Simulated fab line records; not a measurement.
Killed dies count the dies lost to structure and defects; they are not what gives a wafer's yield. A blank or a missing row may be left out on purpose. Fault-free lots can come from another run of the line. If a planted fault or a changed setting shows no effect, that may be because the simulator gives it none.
Lot-split experiment / flow n5Finfet / 7 lots, 21 wafers read, on a route of 1938 steps

THE SPLIT
At N5_BEOL_M9_ETCH_66 (etches SOC in N2/H2, target depth 80 nm, overetch 16 nm, time 120 s), the setting biasW was moved away from the recipe's 150 W on 6 of the 21 wafers read, by -11.3% to +9.1%. This setting was run at the recipe's value on the other wafers.

The split's own step is where the reading is taken.

THE READING
rfVppV, in V, at N5_BEOL_M9_ETCH_66 (etches SOC in N2/H2, target depth 80 nm, overetch 16 nm, time 120 s). Typical for fault-free wafers on this fab line: 523.8 V, with standard deviation 2.9 V.

wafer=L081.1; tool, chamber at the split=rieDiel-04, 1; biasW as run, W=139.5; against the recipe=-7.0%; rfVppV, V=498.9; against lot-mates on the recipe=-28.2
wafer=L081.2; tool, chamber at the split=rieDiel-04, 2; biasW as run, W=150; against the recipe=recipe; rfVppV, V=527.1; against lot-mates on the recipe=-
wafer=L081.3; tool, chamber at the split=rieDiel-04, 0; biasW as run, W=139.5; against the recipe=-7.0%; rfVppV, V=498.3; against lot-mates on the recipe=-28.8
wafer=L083.2; tool, chamber at the split=rieDiel-03, 2; biasW as run, W=150; against the recipe=recipe; rfVppV, V=525.9; against lot-mates on the recipe=-
wafer=L083.3; tool, chamber at the split=rieDiel-03, 1; biasW as run, W=150; against the recipe=recipe; rfVppV, V=521.0; against lot-mates on the recipe=-
wafer=L083.6; tool, chamber at the split=rieDiel-03, 3; biasW as run, W=133.1; against the recipe=-11.3%; rfVppV, V=490.6; against lot-mates on the recipe=-32.9
wafer=L082.2; tool, chamber at the split=rieDiel-03, 3; biasW as run, W=150; against the recipe=recipe; rfVppV, V=528.0; against lot-mates on the recipe=-
wafer=L082.4; tool, chamber at the split=rieDiel-03, 2; biasW as run, W=150; against the recipe=recipe; rfVppV, V=527.9; against lot-mates on the recipe=-
wafer=L082.6; tool, chamber at the split=rieDiel-03, 2; biasW as run, W=150; against the recipe=recipe; rfVppV, V=525.9; against lot-mates on the recipe=-
wafer=L085.1; tool, chamber at the split=rieDiel-03, 1; biasW as run, W=150; against the recipe=recipe; rfVppV, V=520.8; against lot-mates on the recipe=-
wafer=L085.2; tool, chamber at the split=rieDiel-03, 2; biasW as run, W=158.9; against the recipe=+5.9%; rfVppV, V=544.9; against lot-mates on the recipe=+24.1
wafer=L085.5; tool, chamber at the split=rieDiel-03, 0; biasW as run, W=158.9; against the recipe=+5.9%; rfVppV, V=543.4; against lot-mates on the recipe=+22.6
wafer=L087.3; tool, chamber at the split=rieDiel-05, 1; biasW as run, W=150; against the recipe=recipe; rfVppV, V=523.0; against lot-mates on the recipe=-
wafer=L087.4; tool, chamber at the split=rieDiel-05, 2; biasW as run, W=150; against the recipe=recipe; rfVppV, V=528.0; against lot-mates on the recipe=-
wafer=L087.5; tool, chamber at the split=rieDiel-05, 0; biasW as run, W=163.6; against the recipe=+9.1%; rfVppV, V=552.7; against lot-mates on the recipe=+27.2
wafer=L091.1; tool, chamber at the split=rieDiel-05, 1; biasW as run, W=150; against the recipe=recipe; rfVppV, V=522.7; against lot-mates on the recipe=-
wafer=L091.2; tool, chamber at the split=rieDiel-05, 2; biasW as run, W=150; against the recipe=recipe; rfVppV, V=527.9; against lot-mates on the recipe=-
wafer=L091.6; tool, chamber at the split=rieDiel-05, 0; biasW as run, W=150; against the recipe=recipe; rfVppV, V=522.3; against lot-mates on the recipe=-
wafer=L093.3; tool, chamber at the split=rieDiel-04, 2; biasW as run, W=150; against the recipe=recipe; rfVppV, V=528.3; against lot-mates on the recipe=-
wafer=L093.4; tool, chamber at the split=rieDiel-04, 2; biasW as run, W=150; against the recipe=recipe; rfVppV, V=527.2; against lot-mates on the recipe=-
wafer=L093.5; tool, chamber at the split=rieDiel-04, 3; biasW as run, W=150; against the recipe=recipe; rfVppV, V=523.1; against lot-mates on the recipe=-

FIT RESULTS
A straight line over all 21 wafers: rfVppV changes by +3.27 V for each +1% of biasW; r = +0.98; the points scatter about the line by 2.8 V.
The same after taking each lot's own level away (the mean of its wafers on the recipe; 21 wafers): +3.42 V for each +1%; r = +0.98; scatter 3 V.
According to that fit, moving biasW by its largest amount changes the reading by 39 V.
The span of the lots' own levels, 520.80 to 527.27 V, comes to 2.2 times the standard deviation stated above.
Hence the lot-to-lot level has little effect on the slope; both slopes agree.
Check: -42.1 V against its lot-mates is what the line predicts for one of the wafers moved furthest among these (-11.3%) when that wafer is left out of the fit. Against them it came out at -32.9 V.
Tool readings at the split's step, against how far the setting was moved: rfVppV r = +0.98.

ADDITIONAL SPLITS CARRIED BY THESE WAFERS
These wafers also went through other splits before the reading. Each is held against what the fit with the lots' levels taken away leaves over:
other split on the same wafers=N5_BEOL_M8_EXPOSE_25 doseMj; wafers away from the commonest value=9; r with rfVppV (lot level and that fit taken away)=+0.09

THE WHOLE CHAIN: every reading that the file lists as answering this split, in the file's order
step=N5_BEOL_M9_ETCH_66; what it does=etches SOC in N2/H2, target depth 80 nm, overetch 16 nm, time 120 s; reading=rfVppV; change (the file's fit)=+3.25 V for each +1% of the setting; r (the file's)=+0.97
step=N5_BEOL_M9_ETCH_66; what it does=etches SOC in N2/H2, target depth 80 nm, overetch 16 nm, time 120 s; reading=SiARC_of_BEOL_M9_COAT_64.thkNm (the simulator's own value, which no gauge read); change (the file's fit)=-0.0691 nm for each +1% of the setting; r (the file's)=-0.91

THE FILE'S OWN FIT
rfVppV changes by +3.25 V for each +1% of biasW, r = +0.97.
